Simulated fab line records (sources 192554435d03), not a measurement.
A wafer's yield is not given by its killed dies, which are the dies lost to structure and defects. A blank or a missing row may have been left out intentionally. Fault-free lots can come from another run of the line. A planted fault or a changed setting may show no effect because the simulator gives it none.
Matching of chambers | flow n5 finfet | N5_SDB_CUT_ETCH_26 on rie si-06 has 4 sister chambers
The step etches Si in HBr/Cl2/O2, target depth 129.6 nm, bt time 20 s, time 51.8 s. 4 wafers are shown with their chamber, then 12 later ones without.

== WAFERS WITH THEIR CHAMBER ==
wafer  | chamber | throttle valve pct (%)
L084.4 | 0       | 36.90
L086.1 | 1       | 36.87
L086.4 | 2       | 37.08
L086.6 | 3       | 36.90

== WAFERS WITHOUT THEIR CHAMBER ==
wafer  | throttle valve pct (%)
L088.1 | 36.91
L088.3 | 37.10
L088.4 | 36.90
L090.1 | 36.89
L090.2 | 36.89
L090.3 | 36.85
L091.1 | 36.88
L091.3 | 36.92
L091.6 | 37.09
L095.2 | 37.09
L095.4 | 36.90
L095.5 | 36.90

== THE CHAMBER EACH PASSED THROUGH ==
wafer  | from the rows above          | in truth
L088.1 | can't be placed: 0 or 3      | 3
L088.3 | 2                            | 2
L088.4 | can't be placed: 0 or 3      | 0
L090.1 | can't be placed: 0 or 3 or 1 | 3
L090.2 | can't be placed: 0 or 3 or 1 | 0
L090.3 | 1                            | 1
L091.1 | can't be placed: 1 or 0 or 3 | 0
L091.3 | can't be placed: 0 or 3      | 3
L091.6 | 2                            | 2
L095.2 | 2                            | 2
L095.4 | can't be placed: 0 or 3      | 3
L095.5 | can't be placed: 0 or 3      | 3
Correct placement for 4 of the 12. Not placeable from these rows: 8 (in 8, the candidates include the true chamber). Number placed wrongly: 0.
How it was worked out, from the rows above alone: a wafer's distance from a chamber is the root of the sum, over the readings, of the square of ((its reading less the chamber's mean) divided by the reading's scatter). If the next closest chamber is less than 2 further off than the closest, the wafer can't be placed; otherwise it belongs to the closest. For every chamber, the mean is computed from those of its wafers that are shown. The scatter: with one shown wafer a chamber, the root of the mean of the squares of how far each hidden wafer lies from its nearest shown one.
